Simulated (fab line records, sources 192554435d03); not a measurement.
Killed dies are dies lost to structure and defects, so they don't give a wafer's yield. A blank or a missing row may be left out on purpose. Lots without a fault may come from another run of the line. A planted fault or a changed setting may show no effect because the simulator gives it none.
Problem report in the 8D (eight disciplines) form, filled by code | flow n5_finfet | the parts of the form that need people (team, actions taken, sign-off) are left out

1. THE PROBLEM
barrier_field_endpoint_s at N5_BEOL_M10_CMP_52 reads a mean of 38.2 s on 2 wafers of 2 lots; wafers without a fault read 29.0 s with a standard deviation of 0.63. That is +15 standard deviations from the usual mean.
The step: polishes, stops on SiCOH lowk, t overpolish 7 s, target thk 140 nm.
First seen on wafer L702.2, day 16 09:27, on cmp-04. The record holds 33 wafers of 11 lots with a number at this step. Rule for "out", or "out of limits": more than 4 standard deviations from the usual mean. The other wafers with a number count as sound.

2. WHAT IT IS AND WHAT IT IS NOT
question                    | is                       | is not
which readings at this step | barrier_field_endpoint_s | motor_current_A
which lots                  | L702, L703               | L693, L696, L701, L704, L710, L711, L712, L713, L714
which wafers of those lots  | L702.2, L703.5           | L702.3, L702.4, L703.4, L703.6
read on which tools         | cmp-03, cmp-04           | -
when                        | from day 16 09:27        | up to then (8 sound wafers); but 23 sound wafers of L701, L703, L704, L710, L711, L712, L713, L714 came after

3. SUSPECTS, AND WHAT RULES EACH OUT
Counting: a tool at a process step up to the reading stays a suspect if it ran every lot that is out. Sound lots after the first of them don't rule it out here, since some wafers of a struck lot are sound.
- pecvd-01 at N5_BEOL_M10_PECVD_70 (deposits SiO2 from TEOS/O2, target thk 20 nm, time 22.7 s): kept. It ran every lot that is out, first L702 (day 16 03:29).
Left after counting: pecvd-01 at N5_BEOL_M10_PECVD_70.

4. THE CAUSE (what the simulator had put in)
Process parameter drift: pecvd-01, from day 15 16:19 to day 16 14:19, at N5_BEOL_M10_PECVD_70. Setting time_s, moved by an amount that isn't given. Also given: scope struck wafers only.
Counting left only this tool.

5. THE CHAIN OF EFFECTS, in route order
Each row: a reading whose mean over the struck wafers that have a number lies more than 3 standard deviations from the usual. Only readings for which the record gives a usual standard deviation are gone through. hours: the time from each lot's start at the first step in this table that gives one to its start at this step, as a median over the lots. sigmas: the change in usual standard deviations.
hours | step               | reading                  | usual  | on struck wafers | change | sigmas
0     | N5_BEOL_M10_CMP_52 | barrier_field_endpoint_s | 29.0 s | 38.2             | +9.2   | +15
The process steps in it:
- N5_BEOL_M10_CMP_52: polishes, stops on SiCOH lowk, t overpolish 7 s, target thk 140 nm.
Later measuring or inspecting steps at which every struck wafer that the step has a row for has a number for every such reading, and none has moved that far: N5_BEOL_M11_THK_MEAS_01.

6. WHAT WOULD HAVE CAUGHT IT SOONER
In this record the first reading out of limits was taken at day 16 09:27, 17 hours after the fault began at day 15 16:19.
Of the tool readings at N5_BEOL_M10_PECVD_70 for which the record gives a usual standard deviation, none was out on any struck wafer, so an alarm limit of 4 standard deviations on them would not have fired.
All the lots that are out (2) had begun N5_BEOL_M10_PECVD_70 on pecvd-01 by day 16 09:27. A hold on the tool at that time would have spared none of them.
